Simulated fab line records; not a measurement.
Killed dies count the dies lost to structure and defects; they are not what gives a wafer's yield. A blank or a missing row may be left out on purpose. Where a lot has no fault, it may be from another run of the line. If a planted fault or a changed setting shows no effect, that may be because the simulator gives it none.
fab line records | flow n5_finfet
[record] lots = 3 | wafers = 9 | last_day = 17
route steps=1938 shown BEOL_M9@1407
lots that met no fault: from a run of the same line without faults
start_h: hours from the record's opening day to when the first of the lot's shown wafers began | wait_h: how many hours have passed since the lot's step before this one | " same as the row above | L1.1+2: one row covering several wafers at once | - either no value or no given start | * or withheld: withheld | < > ~ a bound
route shown NAME@n: names a module that has steps shown in the file, with the first one's number in the route | usual: the fault-free wafers' mean and standard deviation | same: alike in all rows | chamber/n: place in a boat | sites: each site's reading | _std_site: standard deviation of those values | _edge_site: inner sites' mean taken away from outer sites' mean | radius_mm: how far each site lies from the wafer's centre | mask NAME#n: copy n | behind: the tool/chamber that last shaped the wafer | hold: reason for holding the lot/hours on hold/outcome of the hold | device: the transistor (n, p or np) that didn't switch | end of line: the tests these same wafers got at the end of their route | a step with no rows: only its recipe | killed: count of dies lost to structure and defects at first sort (not the wafer's yield) | map: per-die view of a wafer (x killed, . not killed, _ where there is no die)
set.NAME: the run value of the setting; set.NAME@STEP: its run value at that earlier step | model.NAME: the simulator's own value behind a step, which no gauge read
lots at selected steps of the route; one table per step, one row per wafer
services: a tool's chamber out of use, with start hour (start_h, from the record's first day; less than 0 if before it), hours out, and reason
[[steps]]
[step N5_BEOL_M9_COAT_60]
[recipe] resist = SiARC | temp_c = 220 | time_s = 60 | spin_rpm = 1500 | resist_thk_nm = 30
[step N5_BEOL_M9_COAT_05]
[recipe] resist = CAR-ArF | spin_rpm = 1500 | resist_thk_nm = 90
[step N5_BEOL_M9_EBR_07]
[recipe] solvent = PGMEA | ebr_width_mm = 1.5
[step N5_BEOL_M9_SOFTBAKE_06]
[recipe] temp_c = 110 | time_s = 60 | resist = CAR-ArF
[step N5_BEOL_M9_EXPOSE_08]
[recipe] mask_id = M9 | na = 1.35 | source_shape = dipole | sigma_inner = 0.411 | sigma_outer = 0.611 | polarization = te | dose_mj = 53.75
[step N5_BEOL_M9_PEB_09]
[recipe] peb_temp_c = withheld | peb_time_s = 60 | resist = CAR-ArF
[step N5_BEOL_M9_DEVELOP_10]
[recipe] develop_time_s = 30 | developer = TMAH | resist = CAR-ArF | rinse_liquid = diw | dry = air_spin | dev_temp_c = 23
[step N5_BEOL_M9_DESCUM_16]
[recipe] chemistry = O2 | time_s = 7.9 | source_power_w = 50 | bias_power_w = 20 | pressure_mtorr = 20 | rf_frequency_hz = 2.712e+07 | temp_c = 40 | resist = CAR-ArF | o2_flow_sccm = 225
[step N5_BEOL_M9_ETCH_61]
[recipe] chemistry = CF4 | target = SiARC | target_depth_a = 390 | mask_material = CAR-ArF | time_s = 65 | ion_energy_ev = 80 | pressure_mtorr = 40 | source_w = 545 | bias_w = 36 | Ar_flow_sccm = 100 | cf4_flow_sccm = 100 | ends = cleared
[step N5_BEOL_M9_ETCH_62]
[recipe] chemistry = N2/H2 | target = SOC | target_depth_a = 1100 | overetch_a = 220 | mask_material = SiARC | temp_c = 40 | time_s = 165 | ion_energy_ev = 200 | pressure_mtorr = 30 | source_w = 840 | bias_w = 150 | n2_flow_sccm = 200 | h2_flow_sccm = 200
[usual] drypump_motor_current_A = 5.8/0.39 | h2_flow_sccm = 200.1/0.62 | oes_product_au = 0.67/0.061 | rf_vpp_V = 523.8/1.9 | showerhead_plenum_p_Torr = 2.54/0.064 | throttle_valve_pct = 17.74/0.25
[same] time_s = 165
lot.wafer | tool        | chamber | start_h | wait_h | drypump_motor_current_A | h2_flow_sccm | oes_product_au | rf_hours_counter_h | rf_vpp_V | showerhead_plenum_p_Torr | throttle_valve_pct | model.SiARC_of_BEOL_M9_COAT_60.thk_nm | model.BEOL_M9.cd_offset_nm
L864.2    | rie_diel-01 | 3       | 207.19  | 0.0    | 5.2                     | 200.9        | 0.82           | 5                  | 525.8    | 2.61                     | 17.49              | 23.4                                  | 0.6
L864.4    | "           | 0       | "       | "      | 5.6                     | 200.0        | 0.65           | 145                | 524.0    | 2.55                     | 17.88              | 23.6                                  | 1.4
L864.5    | "           | 3       | "       | "      | 5.2                     | 200.1        | 0.82           | -                  | 525.4    | 2.61                     | 17.50              | 23.4                                  | 1.4
L881.1    | rie_diel-01 | 3       | 300.37  | 0.0    | 5.2                     | 199.6        | 0.76           | 39                 | 525.8    | 2.59                     | 17.56              | 23.2                                  | -0.6
L881.3    | "           | 1       | "       | "      | 5.7                     | 200.1        | 0.68           | 116                | 524.6    | 2.56                     | 17.77              | 19                                    | 2
L881.4    | "           | 0       | "       | "      | 5.6                     | 200.2        | 0.62           | 179                | 522.7    | 2.54                     | 17.92              | 23.4                                  | -0.2
L886.1    | rie_diel-05 | 0       | 340.05  | 0.0    | 5.7                     | 200.1        | 0.79           | 12                 | 521.1    | 2.49                     | 17.71              | 23.6                                  | -0.8
L886.3    | "           | 2       | "       | "      | 5.0                     | 199.1        | 0.71           | 61                 | 524.2    | 2.58                     | 17.17              | 23.4                                  | -0.2
L886.6    | "           | 0       | "       | "      | 5.7                     | 199.9        | 0.79           | -                  | 521.4    | 2.49                     | 17.71              | 23.4                                  | 0.2
[step N5_BEOL_M9_STRIP_68]
[recipe] chemistry = N2/H2 | temp_c = 40 | n2_flow_sccm = 200 | h2_flow_sccm = 200 | rf_frequency_hz = 6e+07
[step N5_BEOL_M9_STRIP_67]
[recipe] chemistry = CF4 | resist = SiARC | power_w = 300 | bias_power_w = 75 | pressure_mtorr = 50 | cf4_flow_sccm = 150 | rf_frequency_hz = 6e+07
[step N5_BEOL_M9_HM_OPEN_17]
[recipe] chemistry = Cl2/BCl3 | target_depth_a = 200 | overetch_a = 60 | target = TiN | mask_material = SOC | ion_energy_ev = 150 | pressure_mtorr = 10 | icp_w = 1000 | bias_w = 126 | Cl2_flow_sccm = 53.25 | bcl3_flow_sccm = 21.75 | Ar_flow_sccm = 25
[usual] drypump_motor_current_A = 6.00/0.22 | oes_product_au = 0.70/0.094 | throttle_valve_pct = 22.21/0.14
lot.wafer | tool         | chamber | start_h | wait_h | drypump_motor_current_A | oes_product_au | rf_hours_counter_h | throttle_valve_pct | model.BEOL_M9.cd_offset_nm
L864.2    | rie_metal-03 | 1       | 207.41  | 0.1    | 6.15                    | 0.70           | -                  | 22.01              | 0.6
L864.4    | "            | 1       | "       | "      | 6.10                    | 0.71           | -                  | 22.02              | 1.4
L864.5    | "            | 1       | "       | "      | 6.15                    | 0.71           | -                  | 22.02              | 1.2
L881.1    | rie_metal-03 | 1       | 300.55  | 0.0    | 6.13                    | 0.68           | 34                 | 22.02              | -0.6
L881.3    | "            | 0       | "       | "      | 5.78                    | 0.81           | -                  | 22.38              | 2
L881.4    | "            | 1       | "       | "      | 6.11                    | 0.69           | -                  | 22.05              | -0.2
L886.1    | rie_metal-03 | 1       | 340.23  | 0.0    | 6.17                    | 0.67           | 38                 | 22.04              | -0.8
L886.3    | "            | 1       | "       | "      | 6.23                    | 0.67           | -                  | 22.04              | -0.2
L886.6    | "            | 1       | "       | "      | 6.17                    | 0.67           | -                  | 22.04              | 0.2
[step N5_BEOL_M9_STRIP_19]
[recipe] chemistry = O2 | power_w = 400 | temp_c = 40 | pressure_mtorr = 30 | rf_frequency_hz = 6e+07 | bias_power_w = 0 | overash_fraction = 0.2 | o2_flow_sccm = 225
[step N5_BEOL_M9_COAT_63]
[recipe] resist = SOC | temp_c = 250 | time_s = 60 | spin_rpm = 1500 | resist_thk_nm = 60
[step N5_BEOL_M9_COAT_64]
[recipe] resist = SiARC | temp_c = 220 | time_s = 60 | spin_rpm = 1500 | resist_thk_nm = 12
[step N5_BEOL_M9_COAT_75]
[recipe] resist = underlayer | temp_c = 205 | time_s = 60 | spin_rpm = 1500 | resist_thk_nm = 5
[step N5_BEOL_M9_COAT_22]
[recipe] resist = CAR-EUV | spin_rpm = 1500 | resist_thk_nm = 30
[step N5_BEOL_M9_EBR_24]
[recipe] solvent = PGMEA | ebr_width_mm = 1.5
[step N5_BEOL_M9_SOFTBAKE_23]
[recipe] temp_c = 110 | time_s = 60 | resist = CAR-EUV
[step N5_BEOL_M9_EXPOSE_25]
[recipe] mask_id = V8 | na = 0.33 | source_shape = annular | sigma_inner = 0.4 | sigma_outer = 0.8 | polarization = unpolarized | dose_mj = 37.25
[step N5_BEOL_M9_PEB_26]
[recipe] peb_temp_c = 100 | peb_time_s = 60 | resist = CAR-EUV
[step N5_BEOL_M9_DEVELOP_27]
[recipe] develop_time_s = 30 | developer = TMAH | resist = CAR-EUV | rinse_liquid = surfactant_rinse | dry = air_spin | dev_temp_c = 23
[step N5_BEOL_M9_DESCUM_33]
[recipe] chemistry = O2 | time_s = 7 | source_power_w = 50 | bias_power_w = 20 | pressure_mtorr = 20 | rf_frequency_hz = 2.712e+07 | temp_c = 40 | resist = CAR-EUV | o2_flow_sccm = 225
[step N5_BEOL_M9_ETCH_76]
[recipe] chemistry = N2/H2 | target = underlayer | target_depth_a = 65 | mask_material = CAR-EUV | time_s = 5.2 | ion_energy_ev = 200 | pressure_mtorr = 30 | source_w = 840 | bias_w = 150 | n2_flow_sccm = 200 | h2_flow_sccm = 200 | ends = cleared
[step N5_BEOL_M9_ETCH_65]
[recipe] chemistry = CF4 | target = SiARC | target_depth_a = 156 | mask_material = CAR-EUV | time_s = 26 | ion_energy_ev = 80 | pressure_mtorr = 40 | source_w = 545 | bias_w = 36 | Ar_flow_sccm = 100 | cf4_flow_sccm = 100 | ends = cleared
[step N5_BEOL_M9_ETCH_66]
[recipe] chemistry = N2/H2 | target = SOC | target_depth_a = 800 | overetch_a = 160 | mask_material = SiARC | temp_c = 40 | time_s = 120 | ion_energy_ev = 200 | pressure_mtorr = 30 | source_w = 840 | bias_w = 150 | n2_flow_sccm = 200 | h2_flow_sccm = 200
[step N5_BEOL_M9_STRIP_69]
[recipe] chemistry = N2/H2 | temp_c = 40 | n2_flow_sccm = 200 | h2_flow_sccm = 200 | rf_frequency_hz = 6e+07
[step N5_BEOL_M9_STRIP_77]
[recipe] chemistry = N2/H2 | temp_c = 40 | n2_flow_sccm = 200 | h2_flow_sccm = 200 | rf_frequency_hz = 6e+07
[step N5_BEOL_M9_VIA_ETCH_34]
[recipe] chemistry = C4F6/O2 | target = SiCOH_lowk | target_depth_a = 1824 | mask_material = SOC | taper_deg = 4 | time_s = 68.4 | ion_energy_ev = 250 | pressure_mtorr = 30 | source_w = 345 | bias_w = 185 | Ar_flow_sccm = 300 | C4F6_flow_sccm = 10 | O2_flow_sccm = 10
[step N5_BEOL_M9_STRIP_73]
[recipe] chemistry = C4F6/O2 | resist = SiARC | rf_frequency_hz = 6e+07
[step N5_BEOL_M9_STRIP_36]
[recipe] chemistry = N2/H2 | power_w = 450 | temp_c = 40 | pressure_mtorr = 20 | rf_frequency_hz = 6e+07 | overash_fraction = 0.3 | bias_power_w = 7 | h2_frac = 0.5 | n2_flow_sccm = 200 | h2_flow_sccm = 200
[step N5_BEOL_M9_TRENCH_ETCH_37]
[recipe] chemistry = C4F6/O2 | target_depth_a = 1514.3 | target = SiCOH_lowk | time_s = 49 | ion_energy_ev = 250 | pressure_mtorr = 30 | source_w = 345 | bias_w = 185 | Ar_flow_sccm = 300 | C4F6_flow_sccm = 10 | O2_flow_sccm = 10
[step N5_BEOL_M9_ETCH_41]
[recipe] chemistry = CH3F/O2 | target = SiCN | target_depth_a = 366 | taper_deg = 2 | time_s = 70.1 | ion_energy_ev = 120 | mask_material = TiN | pressure_mtorr = 30 | source_w = 395 | bias_w = 75 | Ar_flow_sccm = 150 | CH3F_flow_sccm = 30 | O2_flow_sccm = 20
[step N5_BEOL_M9_STRIP_80]
[recipe] chemistry = N2/H2 | time_s = 10 | power_w = 450 | temp_c = 40 | pressure_mtorr = 20 | rf_frequency_hz = 6e+07 | bias_power_w = 7 | n2_flow_sccm = 200 | h2_flow_sccm = 200
[step N5_BEOL_M9_CD_MEAS_35]
[recipe] target_cd_nm = 70 | target_cd_y_nm = 40 | polarity = opening
[usual] cd_nm = 70.0/0.59
lot.wafer | tool      | chamber | start_h | wait_h | cd_nm
L864.2    | cd_sem-03 | -       | 209.03  | 0.0    | 70.7
L864.4    | "         | -       | "       | "      | 71.3
L864.5    | "         | -       | "       | "      | 71.1
L881.1    | cd_sem-02 | -       | 302.27  | 0.0    | 69.5
L881.3    | "         | -       | "       | "      | 72.1
L881.4    | "         | -       | "       | "      | 69.8
L886.1    | cd_sem-03 | -       | 342.66  | 0.0    | 68.9
L886.3    | "         | -       | "       | "      | 69.8
L886.6    | "         | -       | "       | "      | 69.7
[[services]]
tool         | chamber | start_h | hours | kind
rie_metal-03 | 0       | 201.58  | 16.2  | repair
rie_metal-03 | 0       | 217.91  | -     | clean
rie_metal-03 | 0       | 217.91  | 17.4  | scheduled_down
rie_metal-03 | 0       | 217.91  | 17.4  | vent_cycle
rie_diel-01  | -       | 232.90  | 2.8   | pm
rie_diel-05  | -       | 255.94  | 4.4   | repair
rie_diel-05  | 0       | 261.54  | -     | clean
rie_diel-05  | 0       | 261.54  | -     | consumable_replace:focus_ring
rie_diel-05  | 0       | 261.54  | 20.1  | scheduled_down
rie_diel-05  | 0       | 261.54  | 20.1  | vent_cycle
rie_diel-05  | -       | 265.35  | 34.4  | repair
[[key]]
[first_sign] step = N5_BEOL_M9_CD_MEAS_35 | reading = cd_nm | direction = up | sigmas = 3.6 | usual = 70.0 | struck = 72.1
effect none on later readings
[model_effect] step = N5_BEOL_M9_ETCH_62 | value = SiARC_of_BEOL_M9_COAT_60.thk_nm | without = 23.4 | struck = 19
[model_effect] step = N5_BEOL_M9_HM_OPEN_17 | value = BEOL_M9.cd_offset_nm | without = -0.2 | struck = 2
met_at N5_BEOL_M9_ETCH_62
struck_wafers L881.3
onset_between 207.19 300.37
[fault] kind = process_parameter_drift | tool = rie_diel-01 | chamber = - | onset_h = 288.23 | steps = N5_BEOL_M9_ETCH_62 | channel = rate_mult | offset = 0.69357 | shape = step | end_h = 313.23 | scope = struck_wafers_only
